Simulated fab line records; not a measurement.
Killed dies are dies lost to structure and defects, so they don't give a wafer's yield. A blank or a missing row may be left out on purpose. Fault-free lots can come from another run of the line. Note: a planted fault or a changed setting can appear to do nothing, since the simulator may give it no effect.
fab line records -- flow nandHarc
[record] lots = 14, wafers = 42, lastDay = 34
route steps=1302 shown A_ONON_D1@433 A_CHANNEL_HOLE_D1@457 END@1302
lots untouched by any fault: they come from a run of this same line in which no faults occurred
startH: hours from the record's opening day to when the first of the lot's shown wafers began -- waitH: hours from the lot's prior step to this one -- " same as the row above -- L1.1+2: a single row standing in for several wafers -- - either no value or no given start -- * or withheld: withheld -- < > ~ a bound
route shown NAME@n: a module of which the file shows steps, and the number in the route of the first -- usual: mean/standard deviation taken from wafers without a fault -- same: alike in all rows -- chamber/n: place in a boat -- sites: readings site by site -- _std_site: standard deviation across them -- _edge_site: inner sites' mean taken away from outer sites' mean -- radiusMm: how far each site lies from the wafer's centre -- mask NAME#n: copy n -- behind: the tool/chamber that last shaped the wafer -- hold: why the lot went on hold/how many hours it stayed there/how the hold came to an end -- device: the transistor (n, p or np) that didn't switch -- end of line: the same wafers' tests at the end of the route -- for a step that has no rows: nothing shown but its recipe -- killed: dies lost to structure and defects at the first sort, not the wafer's yield -- map: the dies of a wafer, with x for killed, . for not killed, _ for no die there
set.NAME: the setting as run; set.NAME@STEP: as run at that earlier step -- model.NAME: the simulator's own value behind a step, which no gauge read
one table for each step of the route and one row for each wafer, over a sample of lots
services: when a tool's chamber went out of use (startH, in hours from the record's first day, below 0 if earlier), for how many hours, and the reason
[[steps]]
[step NHARC_A_ONON_D1_THK_MEAS_14]
[recipe] thkMeasGauge = ellipsometry
[usual] thkNm = 1002/11
lot.wafer,tool,chamber,startH,waitH,thkNm
L560.2,filmMetro-02,-,171.05,-,976
L560.4,filmMetro-02,-,171.05,-,980
L560.5,filmMetro-02,-,171.05,-,978
L561.2,filmMetro-01,-,171.06,-,1016
L561.3,filmMetro-01,-,171.06,-,1015
L561.6,filmMetro-01,-,171.06,-,1013
L562.1,filmMetro-02,-,186.52,-,1002
L562.2,filmMetro-02,-,186.52,-,1003
L562.3,filmMetro-02,-,186.52,-,1003
L568.4,filmMetro-02,-,243.13,-,1022
L568.5,filmMetro-02,-,243.13,-,1021
L568.6,filmMetro-02,-,243.13,-,1020
L569.3,filmMetro-01,-,248.58,-,1007
L569.5,filmMetro-01,-,248.58,-,1007
L569.6,filmMetro-01,-,248.58,-,1008
L574.1,filmMetro-02,-,311.35,-,996
L574.3,filmMetro-02,-,311.35,-,996
L574.4,filmMetro-02,-,311.35,-,996
L573.1,filmMetro-01,-,311.35,-,995
L573.3,filmMetro-01,-,311.35,-,996
L573.5,filmMetro-01,-,311.35,-,995
L576.1,filmMetro-02,-,330.41,-,987
L576.2,filmMetro-02,-,330.41,-,987
L576.6,filmMetro-02,-,330.41,-,989
L577.2,filmMetro-01,-,344.23,-,997
L577.4,filmMetro-01,-,344.23,-,997
L577.5,filmMetro-01,-,344.23,-,997
L578.1,filmMetro-01,-,351.93,-,1007
L578.2,filmMetro-01,-,351.93,-,1007
L578.4,filmMetro-01,-,351.93,-,1003
L580.1,filmMetro-01,-,361.39,-,986
L580.3,filmMetro-01,-,361.39,-,986
L580.4,filmMetro-01,-,361.39,-,987
L581.4,filmMetro-01,-,379.35,-,988
L581.5,filmMetro-01,-,379.35,-,990
L581.6,filmMetro-01,-,379.35,-,989
L582.1,filmMetro-01,-,383.42,-,997
L582.2,filmMetro-01,-,383.42,-,998
L582.5,filmMetro-01,-,383.42,-,998
L583.2,filmMetro-01,-,390.75,-,1020
L583.4,filmMetro-01,-,390.75,-,1021
L583.6,filmMetro-01,-,390.75,-,1020
[step NHARC_A_ONON_D1_THK_MEAS_34]
[recipe] thkMeasGauge = ellipsometry
[usual] thkNm = 201/3.2
lot.wafer,tool,chamber,startH,waitH,thkNm
L561.2,filmMetro-02,-,181.56,-,202
L561.3,filmMetro-02,-,181.56,-,197
L561.6,filmMetro-02,-,181.56,-,202
L560.2,filmMetro-01,-,181.70,0.5,197
L560.4,filmMetro-01,-,181.70,0.5,196
L560.5,filmMetro-01,-,181.70,0.5,196
L562.1,filmMetro-02,-,197.07,-,196
L562.2,filmMetro-02,-,197.07,-,199
L562.3,filmMetro-02,-,197.07,-,201
L568.4,filmMetro-01,-,254.19,0.4,202
L568.5,filmMetro-01,-,254.19,0.4,202
L568.6,filmMetro-01,-,254.19,0.4,204
L569.3,filmMetro-02,-,261.07,-,201
L569.5,filmMetro-02,-,261.07,-,209
L569.6,filmMetro-02,-,261.07,-,204
L574.1,filmMetro-02,-,325.24,-,197
L574.3,filmMetro-02,-,325.24,-,199
L574.4,filmMetro-02,-,325.24,-,206
L573.1,filmMetro-01,-,325.24,-,200
L573.3,filmMetro-01,-,325.24,-,201
L573.5,filmMetro-01,-,325.24,-,203
L576.1,filmMetro-01,-,341.67,-,198
L576.2,filmMetro-01,-,341.67,-,201
L576.6,filmMetro-01,-,341.67,-,205
L577.2,filmMetro-02,-,354.70,-,196
L577.4,filmMetro-02,-,354.70,-,201
L577.5,filmMetro-02,-,354.70,-,200
L578.1,filmMetro-02,-,362.66,-,199
L578.2,filmMetro-02,-,362.66,-,199
L578.4,filmMetro-02,-,362.66,-,201
L580.1,filmMetro-02,-,371.99,-,196
L580.3,filmMetro-02,-,371.99,-,196
L580.4,filmMetro-02,-,371.99,-,197
L581.4,filmMetro-02,-,390.13,-,207
L581.5,filmMetro-02,-,390.13,-,203
L581.6,filmMetro-02,-,390.13,-,206
L582.1,filmMetro-02,-,394.01,-,198
L582.2,filmMetro-02,-,394.01,-,199
L582.5,filmMetro-02,-,394.01,-,202
L583.2,filmMetro-02,-,402.22,-,198
L583.4,filmMetro-02,-,402.22,-,201
L583.6,filmMetro-02,-,402.22,-,199
[step NHARC_A_CHANNEL_HOLE_D1_SOFTBAKE_05]
[recipe] tempC = 105, timeS = 55
[usual] heaterPowerTotalW = 188.44/0.12
lot.wafer,tool,chamber,startH,waitH,heaterPowerTotalW
L561.2,lithoTrack-01,0,183,-,188.45
L561.3,lithoTrack-01,0,183,-,188.71
L561.6,lithoTrack-01,0,183,-,188.35
L560.2,lithoTrack-04,0,184,-,188.61
L560.4,lithoTrack-04,0,184,-,188.34
L560.5,lithoTrack-04,0,184,-,188.37
L562.1,lithoTrack-06,0,202,-,188.44
L562.2,lithoTrack-06,0,202,-,188.44
L562.3,lithoTrack-06,0,202,-,188.37
L568.4,lithoTrack-01,0,259,-,188.47
L568.5,lithoTrack-01,0,259,-,222.78
L568.6,lithoTrack-01,0,259,-,222.53
L569.3,lithoTrack-01,0,265,-,188.35
L569.5,lithoTrack-01,0,265,-,222.60
L569.6,lithoTrack-01,0,265,-,222.43
L574.1,lithoTrack-04,0,327,-,188.46
L574.3,lithoTrack-04,0,327,-,188.70
L574.4,lithoTrack-04,0,327,-,188.48
L573.1,lithoTrack-06,0,328,-,188.43
L573.3,lithoTrack-06,0,328,-,188.34
L573.5,lithoTrack-06,0,328,-,188.34
L576.1,lithoTrack-06,0,346,-,188.44
L576.2,lithoTrack-06,0,346,-,188.74
L576.6,lithoTrack-06,0,346,-,188.34
L577.2,lithoTrack-01,0,357,-,188.39
L577.4,lithoTrack-01,0,357,-,188.42
L577.5,lithoTrack-01,0,357,-,188.33
L578.1,lithoTrack-06,0,364,-,188.61
L578.2,lithoTrack-06,0,364,-,188.33
L578.4,lithoTrack-06,0,364,-,188.45
L580.1,lithoTrack-01,0,374,-,188.66
L580.3,lithoTrack-01,0,374,-,188.41
L580.4,lithoTrack-01,0,374,-,188.37
L581.4,lithoTrack-01,0,392,-,188.41
L581.5,lithoTrack-01,0,392,-,188.39
L581.6,lithoTrack-01,0,392,-,188.58
L582.1,lithoTrack-06,0,396,-,188.40
L582.2,lithoTrack-06,0,396,-,188.34
L582.5,lithoTrack-06,0,396,-,188.54
L583.2,lithoTrack-06,0,404,-,188.45
L583.4,lithoTrack-06,0,404,-,188.32
L583.6,lithoTrack-06,0,404,-,188.36
[step NHARC_A_CHANNEL_HOLE_D1_OVL_MEAS_11]
[usual] overlayXNm = -0.1/0.81, overlayYNm = 0.0/0.67
lot.wafer,tool,chamber,startH,waitH,overlayXNm,overlayYNm
L561.2,overlay-01,-,184.36,-,0.1,-0.6
L561.3,overlay-01,-,184.36,-,0.5,-0.7
L561.6,overlay-01,-,184.36,-,0.4,-0.7
L560.2,overlay-02,-,184.60,-,-1.0,0.1
L560.4,overlay-02,-,184.60,-,-1.3,0.0
L560.5,overlay-02,-,184.60,-,-0.8,0.4
L562.1,overlay-02,-,202.68,-,-1.0,-0.9
L562.2,overlay-02,-,202.68,-,-0.6,-0.7
L562.3,overlay-02,-,202.68,-,-0.8,-0.8
L568.4,overlay-01,-,260.03,-,-1.5,0.0
L568.5,overlay-01,-,260.03,-,-1.9,0.0
L568.6,overlay-01,-,260.03,-,-1.1,0.3
L569.3,overlay-01,-,265.75,-,1.1,0.1
L569.5,overlay-01,-,265.75,-,0.4,0.4
L569.6,overlay-01,-,265.75,-,0.2,-0.2
L574.1,overlay-01,-,328.08,-,-0.8,-0.7
L574.3,overlay-01,-,328.08,-,-0.4,-0.1
L574.4,overlay-01,-,328.08,-,-0.8,-0.7
L573.1,overlay-02,-,328.73,-,0.3,-0.1
L573.3,overlay-02,-,328.73,-,0.4,-0.7
L573.5,overlay-02,-,328.73,-,0.3,-0.2
L576.1,overlay-01,-,347.34,-,0.5,0.3
L576.2,overlay-01,-,347.34,-,0.8,0.8
L576.6,overlay-01,-,347.34,-,0.9,0.5
L577.2,overlay-01,-,357.96,-,0.6,1.2
L577.4,overlay-01,-,357.96,-,0.7,0.9
L577.5,overlay-01,-,357.96,-,0.0,0.9
L578.1,overlay-02,-,365.50,-,0.8,-0.1
L578.2,overlay-02,-,365.50,-,0.6,-0.6
L578.4,overlay-02,-,365.50,-,0.3,0.3
L580.1,overlay-01,-,374.71,-,0.0,0.5
L580.3,overlay-01,-,374.71,-,-0.1,0.2
L580.4,overlay-01,-,374.71,-,0.0,0.4
L581.4,overlay-02,-,393.37,-,-0.2,-0.3
L581.5,overlay-02,-,393.37,-,-0.5,-0.5
L581.6,overlay-02,-,393.37,-,-0.1,-0.7
L582.1,overlay-02,-,396.87,-,-0.1,0.1
L582.2,overlay-02,-,396.87,-,0.0,-0.2
L582.5,overlay-02,-,396.87,-,0.4,0.2
L583.2,overlay-02,-,405.19,-,0.0,0.1
L583.4,overlay-02,-,405.19,-,0.0,0.1
L583.6,overlay-02,-,405.19,-,0.1,-0.2
[step NHARC_END_SORT_01]
[recipe] tempC = 25
[usual] killedAtArray = 59/16, killedAtOther = 0.7/1.1, killedAtPeriphery = 4/3, killedDies = 64/16, killedOpen = 3.4/1.8, killedShort = 2.6/1.7
[same] grossDies = 677
lot.wafer,tool,chamber,startH,waitH,killedAtArray,killedAtOther,killedAtPeriphery,killedDies,killedOpen,killedShort
L576.1,prober-01,0,724.27,2.5,56,0,4,60,3,1
L576.2,prober-01,0,725.07,2.8,32,0,2,34,1,2
L576.6,prober-01,0,728.30,4.0,47,0,9,56,6,4
// killed by level:class
L576.1 A_SLIT:chamberFilmFlake=31 A_CONTACT:chamberFilmFlake=8 A_CHANNEL_HOLE_D1:chamberFilmFlake=7 P_BONDPAD:chamberFilmFlake=2 A_STAIRCASE:chamberFilmFlake=2 A_WL_FILL:chamberFilmFlake=2 A_CHANNEL_FILL_D1:geometricParticle:short=1 A_CHANNEL_FILL_D2:geometricParticle:open=1
L576.2 A_SLIT:chamberFilmFlake=16 A_CHANNEL_HOLE_D1:chamberFilmFlake=4 A_CONTACT:chamberFilmFlake=4 A_STAIRCASE:chamberFilmFlake=2 A_CHANNEL_HOLE_D2:geometricParticle:short=1 A_CHANNEL_FILL_D2:geometricParticle:short=1 A_BLC:geometricParticle:open=1 P_STI:chamberFilmFlake=1
L576.6 A_SLIT:chamberFilmFlake=27 A_CHANNEL_HOLE_D1:chamberFilmFlake=9 P_BONDPAD:chamberFilmFlake=4 A_CONTACT:chamberFilmFlake=3 P_CONTACT:geometricParticle:open=2 P_GATE:geometricParticle:open=1 P_CONTACT:geometricParticle:short=1 A_CHANNEL_FILL_D1:geometricParticle:open=1
[[services]]
tool,chamber,startH,hours,kind
lithoTrack-06,-,179.00,7.0,pm
lithoTrack-04,-,203.01,7.0,pm
lithoTrack-04,-,234.61,-,consumableReplace:filter
lithoTrack-01,-,330.00,7.0,pm
lithoTrack-06,-,354.00,7.0,pm
lithoTrack-04,-,378.01,7.0,pm
[[key]]
[firstSign] step = NHARC_A_CHANNEL_HOLE_D1_SOFTBAKE_05, reading = heaterPowerTotalW, direction = up, sigmas = 99+, usual = *, struck = *
effect none on later readings
metAt NHARC_A_CHANNEL_HOLE_D1_SOFTBAKE_05
struckLots L568,L569
struckWafers L568.5,L568.6,L569.5,L569.6
testerLeftOut L568,L569
notActingAt NHARC_A_ONON_D1_THK_MEAS_14,NHARC_A_ONON_D1_THK_MEAS_34,NHARC_A_CHANNEL_HOLE_D1_OVL_MEAS_11
onsetBetween 183 259
[fault] kind = processParameterDrift, tool = lithoTrack-01, chamber = -, onsetH = 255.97, steps = NHARC_A_CHANNEL_HOLE_D1_SOFTBAKE_05, channel = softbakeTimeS, offset = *, shape = step, endH = 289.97, scope = struckWafersOnly, actsIn = *, stated = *
// testerLeftOut: of these lots the tester's yield and bins aren't shown, on N5 and GAA mostly nor the transistor test; their killed dies are dies lost to structure and defects alone, not to doping, threshold or leakage, so they don't give the yield
